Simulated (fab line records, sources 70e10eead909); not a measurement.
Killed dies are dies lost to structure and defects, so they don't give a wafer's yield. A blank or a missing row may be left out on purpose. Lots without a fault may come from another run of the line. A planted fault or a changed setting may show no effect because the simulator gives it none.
Which tool did it? | flow nand_harc | 15 lots, 44 wafers sampled, at 5 steps of a route of 1302

WHAT THE GAUGES READ, wafer by wafer
NHARC_A_CHANNEL_FILL_D1_INSPECT_13.
lot  | measured     | on                | raw_defect_count
L131 | day 11 03:53 | defect_inspect-01 | 287 299 238
L133 | day 11 12:28 | defect_inspect-01 | 293 331 334
L132 | day 11 12:28 | defect_inspect-02 | 292 301 204
L134 | day 12 04:13 | defect_inspect-01 | 268 234 306
L136 | day 12 23:00 | defect_inspect-02 | 504 416 517
L135 | day 13 01:49 | defect_inspect-02 | 363 361 283
L137 | day 13 12:48 | defect_inspect-02 | 562 384 321
L138 | day 13 19:01 | defect_inspect-02 | 192 263 223
L139 | day 14 09:26 | defect_inspect-01 | 283 341 364
L140 | day 14 15:26 | defect_inspect-01 | 323 238 266
L141 | day 15 01:01 | defect_inspect-02 | 347 299 195
L143 | day 15 11:25 | defect_inspect-01 | 507 313 407
L147 | day 17 16:10 | defect_inspect-01 | 197 337
L148 | day 18 05:38 | defect_inspect-01 | 239 726 320
L151 | day 19 08:17 | defect_inspect-01 | 686 437 516

NHARC_A_ONON_D2_THK_MEAS_18: measures by ellipsometry.
lot  | measured     | on            | thk_nm (nm)
L131 | day 13 01:11 | film_metro-02 | 990 990 991
L133 | day 13 10:49 | film_metro-01 | 999 1001 999
L132 | day 13 10:48 | film_metro-02 | 1000 1000 998
L134 | day 14 04:49 | film_metro-02 | 997 997 996
L136 | day 14 20:32 | film_metro-02 | 1013 1013 1012
L135 | day 14 20:32 | film_metro-01 | 996 997 997
L137 | day 15 08:55 | film_metro-01 | 1012 1010 1014
L138 | day 15 23:02 | film_metro-02 | 1005 1002 1003
L139 | day 16 04:52 | film_metro-02 | 1005 1005 1006
L140 | day 16 12:45 | film_metro-01 | 1002 1002 1002
L141 | day 17 01:02 | film_metro-01 | 994 995 996
L143 | day 17 08:00 | film_metro-01 | 1007 1007 1006
L147 | day 19 12:13 | film_metro-01 | 477 1004
L148 | day 20 02:37 | film_metro-02 | 1000 474 1003
L151 | day 21 03:34 | film_metro-02 | 988 463 989

WHICH TOOL RAN EACH LOT (tool, then ch and the chambers of the sampled wafers, then the start)
lot  | NHARC_A_CHANNEL_FILL_D1_ETCHBACK_08           | NHARC_A_CHANNEL_FILL_D1_STRIP_29              | NHARC_A_ONON_D2_DEP_16
L131 | rie_diel-06 ch 1,2,3, day 11 03:53 or earlier | rie_diel-06 ch 0,1, day 11 03:53 or earlier   | pecvd_onon-01 ch 0, day 13 00:43
L133 | rie_diel-07 ch 0,2,3, day 11 12:28 or earlier | rie_diel-07 ch 1,2, day 11 12:28 or earlier   | pecvd_onon-01 ch 0, day 13 10:21
L132 | rie_diel-05 ch 1,2, day 11 12:28 or earlier   | rie_diel-05 ch 0,1,3, day 11 12:28 or earlier | pecvd_onon-03 ch 0, day 13 10:21
L134 | rie_diel-07 ch 1,3, day 12 04:13 or earlier   | rie_diel-07 ch 0,2, day 12 04:13 or earlier   | pecvd_onon-03 ch 0, day 14 04:20
L136 | rie_diel-07 ch 0,1, day 12 23:00 or earlier   | rie_diel-07 ch 1,2, day 12 23:00 or earlier   | pecvd_onon-04 ch 0, day 14 20:08
L135 | rie_diel-06 ch 0,1,3, day 13 01:49 or earlier | rie_diel-06 ch 0,3, day 13 01:49 or earlier   | pecvd_onon-01 ch 0, day 14 20:05
L137 | rie_diel-05 ch 0,1,3, day 13 05:38 or earlier | rie_diel-05 ch 0,1,3, day 13 05:38            | pecvd_onon-01 ch 0, day 15 08:24
L138 | rie_diel-06 ch 0,1, day 13 19:01 or earlier   | rie_diel-06 ch 0,1, day 13 19:01 or earlier   | pecvd_onon-03 ch 0, day 15 22:35
L139 | rie_diel-07 ch 0,1,2, day 14 09:26 or earlier | rie_diel-07 ch 0,1,3, day 14 09:26 or earlier | pecvd_onon-04 ch 0, day 16 04:25
L140 | rie_diel-05 ch 0,2,3, day 14 15:26 or earlier | rie_diel-05 ch 1,2, day 14 15:26 or earlier   | pecvd_onon-04 ch 0, day 16 12:15
L141 | rie_diel-07 ch 0,3, day 15 01:01 or earlier   | rie_diel-07 ch 0,3, day 15 01:01 or earlier   | pecvd_onon-03 ch 0, day 17 00:42
L143 | rie_diel-05 ch 1,2,3, day 15 05:23 or earlier | rie_diel-05 ch 1,3, day 15 05:23              | pecvd_onon-04 ch 0, day 17 07:33
L147 | rie_diel-06 ch 2, day 17 16:10 or earlier     | rie_diel-06 ch 1, day 17 16:10 or earlier     | pecvd_onon-04 ch 0, day 19 11:49
L148 | rie_diel-07 ch 0,2,3, day 18 05:38 or earlier | rie_diel-07 ch 0,3, day 18 05:38 or earlier   | pecvd_onon-04 ch 0, day 20 02:06
L151 | rie_diel-05 ch 0,1, day 19 08:17 or earlier   | rie_diel-05 ch 0,1, day 19 08:17 or earlier   | pecvd_onon-04 ch 0, day 21 03:04
- NHARC_A_CHANNEL_FILL_D1_ETCHBACK_08: etches the open film in C4F8, target depth 220 nm, time 110 s.
- NHARC_A_CHANNEL_FILL_D1_STRIP_29: strips in O2, time 20 s.
- NHARC_A_ONON_D2_DEP_16: target thk 1000 nm.

WHAT THE TOOLS THEMSELVES READ (means of the sampled wafers that have a number; where no wafer has one, the mark that the record gives instead)
NHARC_A_CHANNEL_FILL_D1_ETCHBACK_08.
lot  | tool        | oes_product_au (a.u.) | rf_vpp_V (V)
L131 | rie_diel-06 | 0.93                  | 439.8
L133 | rie_diel-07 | 0.93                  | 442.5
L132 | rie_diel-05 | 1.00                  | 441.8
L134 | rie_diel-07 | 0.92                  | 441.4
L136 | rie_diel-07 | 1.00                  | 441.5
L135 | rie_diel-06 | 0.94                  | 441.4
L137 | rie_diel-05 | 0.99                  | 443.8
L138 | rie_diel-06 | 0.93                  | 443.7
L139 | rie_diel-07 | 1.00                  | 442.6
L140 | rie_diel-05 | 0.99                  | 443.9
L141 | rie_diel-07 | 0.94                  | 442.4
L143 | rie_diel-05 | 0.93                  | 443.5
L147 | rie_diel-06 | 0.94                  | 437.1
L148 | rie_diel-07 | 0.92                  | 442.5
L151 | rie_diel-05 | 1.00                  | 442.6

NHARC_A_CHANNEL_FILL_D1_STRIP_29.
lot  | tool        | drypump_motor_current_A (A) | oes_product_au (a.u.) | rf_vpp_V (V) | showerhead_plenum_p_Torr (Torr) | throttle_valve_pct (%)
L131 | rie_diel-06 | 4.9                         | 1.012                 | 58.2         | 3.62                            | 17.039
L133 | rie_diel-07 | 5.9                         | 1.000                 | 57.7         | 3.56                            | 17.038
L132 | rie_diel-05 | 5.7                         | 0.998                 | 58.0         | 3.66                            | 17.034
L134 | rie_diel-07 | 5.5                         | 1.006                 | 57.1         | 3.67                            | 17.035
L136 | rie_diel-07 | 5.9                         | 1.004                 | 57.8         | 3.56                            | 17.050
L135 | rie_diel-06 | 5.6                         | 1.002                 | 56.7         | 3.45                            | 17.040
L137 | rie_diel-05 | 5.7                         | 0.996                 | 57.6         | 3.65                            | 17.038
L138 | rie_diel-06 | 4.8                         | 1.006                 | 57.8         | 3.66                            | 17.035
L139 | rie_diel-07 | 5.8                         | 0.996                 | 58.3         | 3.57                            | 17.038
L140 | rie_diel-05 | 5.8                         | 0.997                 | 58.1         | 3.70                            | 17.026
L141 | rie_diel-07 | 5.6                         | 1.008                 | 57.9         | 3.59                            | 17.048
L143 | rie_diel-05 | 5.7                         | 0.996                 | 57.2         | 3.67                            | 17.027
L147 | rie_diel-06 | 4.7                         | 1.006                 | 58.3         | 3.70                            | 17.035
L148 | rie_diel-07 | 5.6                         | 0.996                 | 56.7         | 3.58                            | 17.033
L151 | rie_diel-05 | 5.6                         | 1.001                 | 58.2         | 3.63                            | 17.044

NHARC_A_ONON_D2_DEP_16.
lot  | tool          | nh3_flow_sccm (sccm)
L131 | pecvd_onon-01 | 500.7
L133 | pecvd_onon-01 | 498.9
L132 | pecvd_onon-03 | 501.0
L134 | pecvd_onon-03 | 499.2
L136 | pecvd_onon-04 | 498.9
L135 | pecvd_onon-01 | 498.2
L137 | pecvd_onon-01 | 500.9
L138 | pecvd_onon-03 | 500.0
L139 | pecvd_onon-04 | 499.2
L140 | pecvd_onon-04 | 501.6
L141 | pecvd_onon-03 | 498.5
L143 | pecvd_onon-04 | 498.4
L147 | pecvd_onon-04 | 501.0
L148 | pecvd_onon-04 | 502.5
L151 | pecvd_onon-04 | 498.2

THE ANSWER, worked out from the rows above alone
Rule: what is usual is taken from the lots themselves. Put in order of their means at a reading, lots are off if they are a third of the lots or fewer, leave a main group of 4 or more, and stand apart from it by a gap of 3 or more times the standard deviation of the main group's means; of several such gaps the widest counts. A main group whose means are all the same, to the digits that the tables above print for the reading, isn't used. A lot without any number at a reading at which 4 lots or more have one is off too. The other lots that the step has rows for count as sound. The gauges are gone through in route order, then the tools' own readings, and for those a lot's mean is taken as printed above. The first step at which some lot is off is used, and at that step the reading that is off furthest; a lot without a number counts as furthest.
Off: L147, L148, L151, at NHARC_A_ONON_D2_THK_MEAS_18 (thk_nm). The main group: mean 1002 nm, standard deviation 6.5.
A tool fits if, at a process step before that reading, it ran every lot that is off, and no sound lot after the first of them. The gauges at NHARC_A_ONON_D2_THK_MEAS_18 are tried like those tools. NHARC_A_CHANNEL_FILL_D1_ETCHBACK_08 gives no start for some lots, so the hours and the order of its lots are those of NHARC_A_CHANNEL_FILL_D1_INSPECT_13. NHARC_A_CHANNEL_FILL_D1_STRIP_29 gives no start for some lots, so the hours and the order of its lots are those of NHARC_A_CHANNEL_FILL_D1_INSPECT_13. One fits: pecvd_onon-04 at NHARC_A_ONON_D2_DEP_16. Its last sound lot is L143 (day 17 07:33), its first lot that is off L147 (day 19 11:49): a fault that began between those two fits.

WHAT THE SIMULATOR HAD PUT IN
Process parameter drift: pecvd_onon-04, from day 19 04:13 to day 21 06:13, at NHARC_A_ONON_D2_DEP_16. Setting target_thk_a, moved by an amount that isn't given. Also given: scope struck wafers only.
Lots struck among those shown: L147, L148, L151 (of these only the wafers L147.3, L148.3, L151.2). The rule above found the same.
